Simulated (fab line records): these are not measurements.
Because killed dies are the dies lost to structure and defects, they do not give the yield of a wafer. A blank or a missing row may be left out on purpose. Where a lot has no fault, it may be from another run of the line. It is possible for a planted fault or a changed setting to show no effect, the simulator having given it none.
2 desks, one fault | flow n5-finfet | each desk holds nothing but its own numbers, with what lay behind them at the end

TOOL OWNER'S DESK, pecvd-02
The tool's own readings at N5_MOL_CONTACT_COAG_PECVD_31 (deposits SiO2 from TEOS/O2, target thk 46 nm, time 8.9 s): means of the sampled wafers that have a number, for each lot that ran on this tool. The brackets show how far a lot's mean lies from the usual mean; more than 4 standard deviations puts the lot out of limits, marked OUT.
Columns: A = susceptor-temp-C at N5_MOL_CONTACT_COAG_PECVD_31, usual 400.00 C
lot  | first seen here | A
L582 | day 5 21:41     | 400.04
L583 | day 6 07:23     | 399.86
L586 | day 6 23:16     | 410.16 (+42) OUT
L600 | day 10 08:46    | 399.79
This desk's finding: out of limits on L586; first on L586, day 6 23:16 (susceptor-temp-C at N5_MOL_CONTACT_COAG_PECVD_31). L582, L583, L600: within limits.

THE METROLOGY DESK
What the gauges read, lot by lot, whatever tool the lot ran on: means of the sampled wafers that have a number. The brackets show how far a lot's mean lies from the usual mean; more than 4 standard deviations puts the lot out of limits, marked OUT. Of its 11 readings 7 are shown: the one that was out of limits first, and those that lie furthest out on some lot.
Columns: A = VIA_MOL_THK at N5_MOL_CONTACT_COAG_THK_MEAS_53, usual 44.2 nm; B = DIBL_N at N5_BEOL_M4_RC_MEAS_101, usual 35.7 mV/V; C = DIBL_P at N5_BEOL_M4_RC_MEAS_101, usual 35.4 mV/V; D = IOFF_P at N5_BEOL_M4_RC_MEAS_101, usual 0.20 nA/um; E = ION_P at N5_BEOL_M4_RC_MEAS_101, usual 461 uA/um; F = SS_P at N5_BEOL_M4_RC_MEAS_101, usual 73.1 mV/dec; G = VT_P at N5_BEOL_M4_RC_MEAS_101, usual -251 mV
lot  | first seen here | A               | B    | C    | D    | E   | F    | G
L581 | day 5 17:56     | 43.9            | 36.0 | 35.2 | 0.24 | 464 | 73.6 | -247
L582 | day 6 01:14     | 43.9            | 34.1 | 35.3 | 0.17 | 457 | 72.6 | -253
L583 | day 6 10:57     | 43.9            | 36.3 | 37.0 | 0.19 | 458 | 73.5 | -254
L586 | day 7 03:17     | 41.1 (-6.0) OUT | 35.8 | 36.3 | 0.20 | 462 | 73.0 | -250
L596 | day 9 13:46     | 44.4            | 34.5 | 33.3 | 0.19 | 465 | 73.3 | -250
L597 | day 9 20:37     | 44.6            | 38.3 | 38.1 | 0.27 | 475 | 74.4 | -245
L600 | day 10 12:12    | 44.1            | 36.2 | 36.1 | 0.19 | 466 | 73.3 | -251
L601 | day 11 00:43    | 44.0            | 35.3 | 35.5 | 0.18 | 459 | 72.7 | -251
L602 | day 11 10:33    | 44.0            | 34.7 | 33.5 | 0.19 | 461 | 72.8 | -251
This desk reports L586 out of limits; the earliest was L586 at day 7 03:17 (VIA_MOL_THK at N5_MOL_CONTACT_COAG_THK_MEAS_53). L581, L582, L583, L596, L597, L600, L601, L602: within limits.

BROUGHT TOGETHER
The tool owner's desk had the chance to raise an alarm at day 6 23:16 on L586.
On L586, the metrology desk was in a position to raise an alarm at day 7 03:17.
All the named lots went through N5_MOL_CONTACT_COAG_PECVD_31 on pecvd-02.

WHAT WAS PUT IN BY THE SIMULATOR
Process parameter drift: pecvd-02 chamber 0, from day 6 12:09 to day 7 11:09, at N5_MOL_CONTACT_COAG_PECVD_31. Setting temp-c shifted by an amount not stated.
Shown lots that were struck: L586.
Delay (hours) between the fault's onset and each desk's first out-of-limits reading: 11 at the tool owner's desk, 15 at the metrology desk.
